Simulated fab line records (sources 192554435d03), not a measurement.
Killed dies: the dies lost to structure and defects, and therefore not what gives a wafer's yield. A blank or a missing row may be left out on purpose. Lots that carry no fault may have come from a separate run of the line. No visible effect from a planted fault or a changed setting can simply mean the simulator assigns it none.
fab line records + flow n5_finfet
record:
- lots: 4
- wafers: 12
- last_day: 16
route steps=1938 shown WELL_APT@35 PMOS_HMC_CHANNEL_EPI@57 BEOL_M4@1111 PASSIVATION@1936
lots that met no fault: taken from a fault-free run of the same line
start_h: hours from the record's first day to the start of the lot's first wafer shown + wait_h: hours from the lot's prior step to this one + " as in the row above + L1.1+2: a single row standing in for several wafers + - value missing, or start not given + * or withheld: withheld + < > ~ a bound
route shown NAME@n: a module of which the file shows steps, and the number in the route of the first + usual: the fault-free wafers' mean and standard deviation + same: alike in all rows + chamber/n: place in a boat + sites: per-site readings + _std_site: standard deviation of those values + _edge_site: outer sites' mean less inner sites' + radius_mm: for every site, how far away it sits from the centre of the wafer + mask NAME#n: copy n + behind: the last tool/chamber to shape the wafer + hold: why the lot was held/for how many hours/how that ended + device: the transistor (n, p or np) that didn't switch + end of line: tests run on the same wafers once the route is complete + step lacking rows: just its recipe + killed: count of dies lost to structure and defects at first sort (not the wafer's yield) + map: a wafer's dies, x killed, . not, _ none there
set.NAME: the run value of the setting; set.NAME@STEP: its run value at that earlier step + model.NAME: the simulator's own value behind a step, which no gauge read
lots at some steps of the route; a table a step, a row a wafer
== steps ==
step: N5_WELL_APT_HMDS_18
recipe:
- time_s: 60
- temp_c: 120
step: N5_WELL_APT_COAT_19
recipe:
- spin_rpm: 1357
- resist_thk_nm: 950
step: N5_WELL_APT_EBR_21
recipe:
- solvent: PGMEA
- ebr_width_mm: 1.5
step: N5_WELL_APT_SOFTBAKE_20
recipe:
- temp_c: 130
- time_s: 60
step: N5_WELL_APT_EXPOSE_22
recipe:
- mask_id: PWELL
- na: 0.8
- source_shape: conventional
- sigma_outer: 0.8
- polarization: unpolarized
- defocus_nm: 0
- target_cd_nm: 200
- dose_mj: 23.2
step: N5_WELL_APT_PEB_23
recipe:
- peb_temp_c: 130
- peb_time_s: 90
step: N5_WELL_APT_DEVELOP_24
recipe:
- develop_time_s: 45
- rinse_liquid: surfactant_rinse
- dry: air_spin
- dev_temp_c: 21
step: N5_WELL_APT_HARDBAKE_29
recipe:
- temp_c: 130
- time_s: 120
step: N5_WELL_APT_DESCUM_30
recipe:
- chemistry: O2
- time_s: 7.9
- source_power_w: 50
- bias_power_w: 20
- pressure_mtorr: 20
- rf_frequency_hz: 2.712e+07
- temp_c: 40
- o2_flow_sccm: 225
step: N5_WELL_APT_IMPLANT_31
recipe:
- species: B
- energy_kev: 60
- dose_cm2: 1.5e+13
- tilt_deg: 0
- rotation_deg: 0
usual:
- dose_ions_cm2: 1.4999e+13/1.5e+10
- end_station_pressure_torr: 5.13e-06/2.7e-07
- faraday_current_uA: 191/4.1
| lot.wafer | tool         | chamber | start_h | wait_h | dose_ions_cm2 | end_station_pressure_torr | faraday_current_uA |
|-----------|--------------|---------|---------|--------|---------------|---------------------------|--------------------|
| L340.2    | implanter-01 | 0       | 33.73   | 0.1    | 1.5012e+13    | 5.19e-06                  | 186                |
| L340.3    | "            | 0       | "       | "      | 1.4992e+13    | 5.28e-06                  | 195                |
| L340.6    | "            | 0       | "       | "      | 1.5008e+13    | 5.2e-06                   | 192                |
| L341.1    | implanter-01 | 0       | 39.25   | 0.1    | 1.7386e+13    | 4.99e-06                  | 218                |
| L341.2    | "            | 0       | "       | "      | 1.7381e+13    | 4.85e-06                  | 224                |
| L341.3    | "            | 0       | "       | "      | 1.739e+13     | 5.22e-06                  | 226                |
| L344.1    | implanter-01 | 0       | 59.40   | 0.1    | 1.7373e+13    | 5.12e-06                  | 215                |
| L344.4    | "            | 0       | "       | "      | 1.7356e+13    | 4.69e-06                  | 220                |
| L344.6    | "            | 0       | "       | "      | 1.737e+13     | 5.79e-06                  | 215                |
| L353.1    | implanter-02 | 0       | 111.25  | 0.1    | 1.5004e+13    | 5.09e-06                  | 192                |
| L353.2    | "            | 0       | "       | "      | 1.5009e+13    | 5.56e-06                  | 191                |
| L353.4    | "            | 0       | "       | "      | 1.5032e+13    | 5.2e-06                   | 191                |
step: N5_WELL_APT_IMPLANT_32
recipe:
- species: BF2
- energy_kev: 50
- dose_cm2: 2e+13
- tilt_deg: 0
- rotation_deg: 0
step: N5_WELL_APT_STRIP_33
recipe:
- chemistry: SPM
- time_s: 900
- temp_c: 130
- h2so4_h2o2_vol_ratio: 4
- dry: ipa_marangoni
step: N5_WELL_APT_RTA_34
recipe:
- temp_c: 1000
- time_s: 10
- ambient: N2
- idle_temp_c: 600
- ramp_up_c_per_s: 150
- ramp_down_c_per_s: 60
- cool_to_c: 600
step: N5_WELL_APT_OXIDE_STRIP_42
recipe:
- chemistry: dHF
- dilution: 25:1
- time_s: 45
- temp_c: 25
- target: SiO2
- target_depth_a: 120
step: N5_WELL_APT_PRECLEAN_36
recipe:
- chemistry: O3/DIW
- time_s: 45
- temp_c: 22
- o3_ppm: 10
step: N5_WELL_APT_PRECLEAN_39
recipe:
- chemistry: dHF
- time_s: 60
- dilution: 150:1
- temp_c: 25
step: N5_WELL_APT_SRD_37
recipe:
- dry: ipa_marangoni
- do_ppb: 5
- time_s: 30
- temp_c: 23
- rinse_liquid: diw
step: N5_WELL_APT_EPI_41
recipe:
- material: Si
- target_thk_a: 500
- temp_c: 650
- precursor: SiH4/H2
- pressure_torr: 20
- time_s: 297.7
step: N5_PMOS_HMC_CHANNEL_EPI_HM_DEP_34
recipe:
- material: SiO2
- target_thk_a: 360
- temp_c: 400
- precursor: TEOS/O2
- pressure_torr: 6.5
- rf_w: 900
- teos_flow_sccm: 161.4
- gas: O2
- flow_sccm: 2650
- time_s: 6.9
step: N5_PMOS_HMC_CHANNEL_EPI_COAT_31
recipe:
- resist: BARC
- temp_c: 205
- time_s: 60
- spin_rpm: 1500
- resist_thk_nm: 66
step: N5_PMOS_HMC_CHANNEL_EPI_COAT_03
recipe:
- resist: CAR-ArF-block
- spin_rpm: 1500
- resist_thk_nm: 205
step: N5_PMOS_HMC_CHANNEL_EPI_EBR_05
recipe:
- solvent: PGMEA
- ebr_width_mm: 1.5
step: N5_PMOS_HMC_CHANNEL_EPI_SOFTBAKE_04
recipe:
- temp_c: 110
- time_s: 60
- resist: CAR-ArF-block
step: N5_PMOS_HMC_CHANNEL_EPI_EXPOSE_06
recipe:
- mask_id: PMOS_HMC_BLK
- na: 1.35
- source_shape: conventional
- sigma_outer: 0.8
- polarization: unpolarized
- target_cd_nm: 240
- dose_mj: 41
step: N5_PMOS_HMC_CHANNEL_EPI_PEB_07
recipe:
- peb_temp_c: 110
- peb_time_s: 60
- resist: CAR-ArF-block
step: N5_PMOS_HMC_CHANNEL_EPI_DEVELOP_08
recipe:
- develop_time_s: 30
- developer: TMAH
- resist: CAR-ArF-block
- dev_temp_c: 23
- rinse_liquid: diw
- dry: air_spin
step: N5_PMOS_HMC_CHANNEL_EPI_DESCUM_14
recipe:
- chemistry: O2
- time_s: 7.9
- source_power_w: 50
- bias_power_w: 20
- pressure_mtorr: 20
- rf_frequency_hz: 2.712e+07
- temp_c: 40
- resist: CAR-ArF-block
- o2_flow_sccm: 225
step: N5_PMOS_HMC_CHANNEL_EPI_ETCH_32
recipe:
- chemistry: N2/H2
- target: BARC
- stop_on: SiO2
- target_depth_a: 858
- over_etch_frac: 0.3
- time_s: 50.3
- ion_energy_ev: 200
- mask_material: CAR-ArF-block
- pressure_mtorr: 30
- source_w: 840
- bias_w: 150
- n2_flow_sccm: 200
- h2_flow_sccm: 200
step: N5_PMOS_HMC_CHANNEL_EPI_HM_OPEN_15
recipe:
- chemistry: CHF3/O2
- target: SiO2
- mask_material: CAR-ArF-block
- target_depth_a: 406
- CHF3_flow_sccm: 50
- O2_flow_sccm: 5
- Ar_flow_sccm: 200
- time_s: 20.3
- pressure_mtorr: 30
- source_w: 650
- bias_w: 170
- ion_energy_ev: 200
step: N5_PMOS_HMC_CHANNEL_EPI_STRIP_33
recipe:
- chemistry: N2/H2
- power_w: 500
- temp_c: 40
- pressure_mtorr: 50
- rf_frequency_hz: 6e+07
- overash_fraction: 0.3
- bias_power_w: 8
- h2_frac: 0.5
- n2_flow_sccm: 300
- h2_flow_sccm: 300
step: N5_PMOS_HMC_CHANNEL_EPI_STRIP_17
recipe:
- chemistry: SPM
- time_s: 750
- temp_c: 130
- h2so4_h2o2_vol_ratio: 4
- dry: ipa_marangoni
step: N5_PMOS_HMC_CHANNEL_EPI_ETCH_38
recipe:
- chemistry: CF4
- target: SiO2
- target_depth_a: 15
- ion_energy_ev: 350
- pressure_mtorr: 10
- icp_w: 800
- bias_w: 400
- cf4_flow_sccm: 80
step: N5_PMOS_HMC_CHANNEL_EPI_FIN_RECESS_16
recipe:
- chemistry: HBr/Cl2
- target: Si
- mask_material: SiO2
- target_depth_a: 540
- time_s: 18
- pressure_mtorr: 10
- icp_w: 800
- bias_w: 75
- HBr_flow_sccm: 150
- Cl2_flow_sccm: 80
step: N5_PMOS_HMC_CHANNEL_EPI_PRECLEAN_36
recipe:
- chemistry: O3/DIW
- time_s: 45
- temp_c: 22
- o3_ppm: 10
step: N5_PMOS_HMC_CHANNEL_EPI_PRECLEAN_18
recipe:
- chemistry: DHF
- time_s: 30
- temp_c: 25
- dilution: withheld
step: N5_BEOL_M4_RC_MEAS_101
usual:
- DIBL_N: 36.2/2.2
- DIBL_P: 36.1/2.8
- IOFF_N: 0.16/0.041
- IOFF_P: 0.21/0.047
- ION_N: 676/16
- ION_P: 463/11
- RS_PWELL: 3006/23
- SS_N: 71.6/0.78
- SS_P: 73.3/0.86
- VT_N: 249/3.8
- VT_P: -251/3.9
| lot.wafer | tool      | chamber | start_h | wait_h | DIBL_N[mV/V] | DIBL_P[mV/V] | IOFF_N[nA/um] | IOFF_P[nA/um] | ION_N[uA/um] | ION_P[uA/um] | RS_PWELL[ohm/sq] | SS_N[mV/dec] | SS_P[mV/dec] | VT_N[mV] | VT_P[mV] |
|-----------|-----------|---------|---------|--------|--------------|--------------|---------------|---------------|--------------|--------------|------------------|--------------|--------------|----------|----------|
| L341.1    | prober-01 | 0       | 200.62  | 0.0    | 36.7         | 40.3         | 0.19          | 0.24          | 667          | 464          | 2737             | 71.7         | 74.3         | 250      | -249     |
| L341.2    | "         | 0       | "       | "      | 36.0         | 37.8         | 0.17          | 0.20          | 677          | 459          | 2743             | 72.2         | 73.6         | 251      | -251     |
| L341.3    | "         | 0       | "       | "      | 33.8         | 36.1         | 0.15          | 0.19          | 699          | 478          | 2741             | 71.3         | 72.1         | 248      | -252     |
| L340.2    | prober-02 | 0       | 202.99  | 0.2    | 38.7         | 39.4         | 0.19          | 0.26          | 674          | 460          | 2980             | 72.1         | 74.6         | 249      | -250     |
| L340.3    | "         | 0       | "       | "      | 38.1         | 37.3         | 0.19          | 0.22          | 684          | 461          | 2978             | 72.0         | 74.0         | 246      | -250     |
| L340.6    | "         | 0       | "       | "      | 36.3         | 36.4         | 0.16          | 0.22          | 671          | 467          | 2989             | 71.3         | 73.2         | 248      | -248     |
| L344.1    | prober-02 | 0       | 211.43  | 0.0    | 36.8         | 35.6         | 0.15          | 0.18          | 658          | 449          | 2754             | 72.1         | 73.3         | 253      | -255     |
| L344.4    | "         | 0       | "       | "      | 34.7         | 34.3         | 0.13          | 0.17          | 660          | 453          | 2720             | 70.6         | 72.2         | 251      | -254     |
| L344.6    | "         | 0       | "       | "      | 34.7         | 33.5         | 0.13          | 0.16          | 654          | 447          | 2762             | 71.3         | 72.5         | 253      | -254     |
| L353.1    | prober-01 | 0       | 276.11  | 0.0    | 36.0         | 35.4         | 0.13          | 0.18          | 653          | 449          | 3043             | 70.8         | 72.7         | 253      | -254     |
| L353.2    | "         | 0       | "       | "      | 37.9         | 38.8         | 0.20          | 0.23          | 711          | 478          | 3035             | 71.2         | 73.6         | 244      | -251     |
| L353.4    | "         | 0       | "       | "      | 36.3         | 35.2         | 0.15          | 0.17          | 666          | 449          | 3024             | 70.9         | 73.5         | 249      | -256     |
step: N5_PASSIVATION_PROBE_49
usual:
- defect_limited_yield: 91.4/1.4
- killed_at_M0_to_M3: 33/10
- killed_at_M4_up: 14/6.1
- killed_at_contacts: 14/6.1
- killed_at_front_end: 38/9.7
- killed_at_other: 3.1/2.9
- killed_dies: 102/17
- killed_open: 67/13
- killed_short: 32/8
- sort_bin_5_function: 5.1/0.94
- sort_bin_6_memory: 3.2/0.68
- sort_n_pass: 1078/17
- sort_yield_pct: 91.3/1.5
same:
- gross_dies: 1180
- killed_at_back_side: 0
- sort_bin_4_leakage[%]: 0
- sort_bin_8_speed[%]: 0
| lot.wafer | tool      | chamber | start_h | wait_h | defect_limited_yield[%] | killed_at_M0_to_M3 | killed_at_M4_up | killed_at_contacts | killed_at_front_end | killed_at_other | killed_dies | killed_open | killed_short | sort_bin_5_function[%] | sort_bin_6_memory[%] | sort_n_pass | sort_yield_pct[%] |
|-----------|-----------|---------|---------|--------|-------------------------|--------------------|-----------------|--------------------|---------------------|-----------------|-------------|-------------|--------------|------------------------|----------------------|-------------|-------------------|
| L341.1    | prober-01 | -       | 305.40  | 0.0    | 90.8                    | 54                 | 15              | 11                 | 29                  | 0               | 109         | 86          | 23           | 5.8                    | 3.3                  | 1071        | 90.8              |
| L341.2    | prober-01 | -       | 305.45  | 0.1    | 91.8                    | 18                 | 11              | 24                 | 40                  | 4               | 97          | 63          | 34           | 4.8                    | 3.4                  | 1083        | 91.8              |
| L341.3    | prober-01 | -       | 305.50  | 0.1    | 91.2                    | 30                 | 15              | 6                  | 52                  | 1               | 104         | 58          | 46           | 4.7                    | 3.7                  | 1076        | 91.2              |
| L340.2    | prober-02 | -       | 306.70  | 0.1    | 94.1                    | 22                 | 2               | 13                 | 31                  | 2               | 70          | 51          | 18           | 3.9                    | 1.8                  | 1110        | 94.1              |
| L340.3    | prober-02 | -       | 306.75  | 0.1    | 91.8                    | 23                 | 10              | 17                 | 44                  | 3               | 97          | 62          | 34           | 5.7                    | 2.3                  | 1083        | 91.8              |
| L340.6    | prober-02 | -       | 306.90  | 0.3    | 91.4                    | 20                 | 8               | 17                 | 56                  | 1               | 102         | 65          | 36           | 5.5                    | 2.7                  | 1078        | 91.4              |
| L344.1    | prober-01 | -       | 322.83  | 0.0    | 91.4                    | 30                 | 24              | 10                 | 37                  | 0               | 101         | 69          | 27           | 4.7                    | 3.5                  | 1079        | 91.4              |
| L344.4    | prober-01 | -       | 322.98  | 0.2    | 92.2                    | 27                 | 17              | 12                 | 32                  | 4               | 92          | 60          | 29           | 4.3                    | 3.1                  | 1088        | 92.2              |
| L344.6    | prober-01 | -       | 323.08  | 0.3    | 89.6                    | 33                 | 34              | 12                 | 42                  | 2               | 123         | 86          | 33           | 6.2                    | 3.7                  | 1057        | 89.6              |
| L353.1    | prober-02 | -       | 390.20  | 0.0    | 92.0                    | 27                 | 26              | 5                  | 32                  | 4               | 94          | 63          | 28           | 4.7                    | 2.8                  | 1086        | 92.0              |
| L353.2    | prober-02 | -       | 390.25  | 0.1    | 92.3                    | 35                 | 21              | 5                  | 28                  | 2               | 91          | 58          | 32           | 4.4                    | 3.1                  | 1089        | 92.3              |
| L353.4    | prober-02 | -       | 390.35  | 0.2    | 93.6                    | 21                 | 15              | 5                  | 33                  | 2               | 76          | 50          | 24           | 4.2                    | 2.2                  | 1104        | 93.6              |
killed by level:class
L341.1 BEOL_M3:geometric_particle:open=21 BEOL_M0_SAQP:geometric_particle:open=12 BEOL_M4:geometric_particle:open=11 DUMMY_GATE:geometric_particle:open=8 MOL_CONTACT_COAG:geometric_particle:open=8 BEOL_M1:geometric_particle:open=7 BEOL_M3:geometric_particle:short=6 STARTING-WAFER:geometric_particle:open=5
L341.2 MOL_CONTACT_COAG:geometric_particle:open=15 MOL_CONTACT_COAG:geometric_particle:short=9 STI_FIN_REVEAL:geometric_particle:open=7 BEOL_M4:geometric_particle:open=7 DUMMY_GATE:geometric_particle:open=6 STARTING-WAFER:geometric_particle:open=6 GATE_CUT:geometric_particle:open=5 GATE_CUT:geometric_particle:short=4
L341.3 GATE_CUT:geometric_particle:short=11 BEOL_M0_SAQP:geometric_particle:open=8 FIN_SAQP:geometric_particle:short=7 STI_FIN_REVEAL:geometric_particle:open=7 BEOL_M0_SAQP:geometric_particle:short=7 BEOL_M4:geometric_particle:open=7 FIN_SAQP:geometric_particle:open=5 BEOL_M3:geometric_particle:open=5
L340.2 MOL_CONTACT_COAG:geometric_particle:open=11 STI_FIN_REVEAL:geometric_particle:open=9 BEOL_M3:geometric_particle:open=8 FIN_SAQP:geometric_particle:short=6 STARTING-WAFER:geometric_particle:open=5 BEOL_M0_SAQP:geometric_particle:open=5 DUMMY_GATE:geometric_particle:open=4 FIN_SAQP:geometric_particle:open=3
L340.3 STI_FIN_REVEAL:geometric_particle:open=13 MOL_CONTACT_COAG:geometric_particle:open=12 STARTING-WAFER:geometric_particle:short=7 FIN_SAQP:geometric_particle:open=6 BEOL_M3:geometric_particle:open=5 MOL_CONTACT_COAG:geometric_particle:short=5 BEOL_M2:geometric_particle:open=5 FIN_SAQP:geometric_particle:short=4
L340.6 STI_FIN_REVEAL:geometric_particle:open=14 FIN_SAQP:geometric_particle:open=12 MOL_CONTACT_COAG:geometric_particle:open=12 FIN_SAQP:geometric_particle:short=8 STARTING-WAFER:geometric_particle:short=6 STI_FIN_REVEAL:geometric_particle:short=5 MOL_CONTACT_COAG:geometric_particle:short=5 BEOL_M0_SAQP:geometric_particle:short=4
L344.1 FIN_SAQP:geometric_particle:short=9 MOL_CONTACT_COAG:geometric_particle:open=9 BEOL_M4:geometric_particle:open=9 BEOL_M3:geometric_particle:open=8 BEOL_M1:geometric_particle:open=6 FIN_SAQP:geometric_particle:open=5 STI_FIN_REVEAL:geometric_particle:open=5 BEOL_M2:geometric_particle:open=5
L344.4 MOL_CONTACT_COAG:geometric_particle:open=10 BEOL_M3:geometric_particle:open=8 FIN_SAQP:geometric_particle:open=6 BEOL_M4:geometric_particle:open=6 STARTING-WAFER:geometric_particle:short=5 STI_FIN_REVEAL:geometric_particle:open=4 GATE_CUT:geometric_particle:short=4 BEOL_M0_SAQP:geometric_particle:short=4
L344.6 BEOL_M4:geometric_particle:open=22 MOL_CONTACT_COAG:geometric_particle:open=10 FIN_SAQP:geometric_particle:short=8 BEOL_M1:geometric_particle:open=7 STI_FIN_REVEAL:geometric_particle:open=7 BEOL_M0_SAQP:geometric_particle:open=7 FIN_SAQP:geometric_particle:open=6 BEOL_M0_SAQP:geometric_particle:short=5
L353.1 DUMMY_GATE:geometric_particle:open=10 BEOL_M4:geometric_particle:open=10 BEOL_M0_SAQP:geometric_particle:open=7 BEOL_M3:geometric_particle:open=5 BEOL_M3:geometric_particle:short=5 BEOL_M8:geometric_particle:open=5 GATE_CUT:geometric_particle:short=4 MOL_CONTACT_COAG:geometric_particle:open=4
L353.2 BEOL_M4:geometric_particle:open=10 BEOL_M0_SAQP:geometric_particle:short=7 BEOL_M3:geometric_particle:open=7 BEOL_M0_SAQP:geometric_particle:open=6 FIN_SAQP:geometric_particle:short=5 BEOL_M4:geometric_particle:short=5 STI_FIN_REVEAL:geometric_particle:open=4 MOL_CONTACT_COAG:geometric_particle:open=4
L353.4 DUMMY_GATE:geometric_particle:open=9 FIN_SAQP:geometric_particle:short=8 BEOL_M0_SAQP:geometric_particle:short=6 MOL_CONTACT_COAG:geometric_particle:open=5 BEOL_M0_SAQP:geometric_particle:open=5 BEOL_M0:geometric_particle:open=4 BEOL_M4:geometric_particle:open=4 BEOL_M5:geometric_particle:open=4
== key ==
first_sign:
- step: N5_WELL_APT_IMPLANT_31
- reading: dose_ions_cm2
- direction: up
- sigmas: 99+
- usual: 1.4999e+13
- struck: 1.7376e+13
effect:
- step: N5_WELL_APT_IMPLANT_31
- reading: faraday_current_uA
- direction: up
- sigmas: 6.9
- usual: 191
- struck: 219
effect:
- step: N5_BEOL_M4_RC_MEAS_101
- reading: RS_PWELL
- direction: down
- sigmas: 11
- usual: 3006
- struck: 2743
met_at N5_WELL_APT_IMPLANT_31
struck_wafers L341.1,L341.2,L341.3,L344.1,L344.4,L344.6
onset_between 33.73 39.25
fault:
- kind: process_parameter_drift
- tool: implanter-01
- chamber: -
- onset_h: 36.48
- steps: N5_WELL_APT_IMPLANT_31
- channel: dose_cm2
- offset: 2.3709e+12
- shape: step
- end_h: 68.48
- acts_in: these_recipes_only
- stated: 1.5e+13
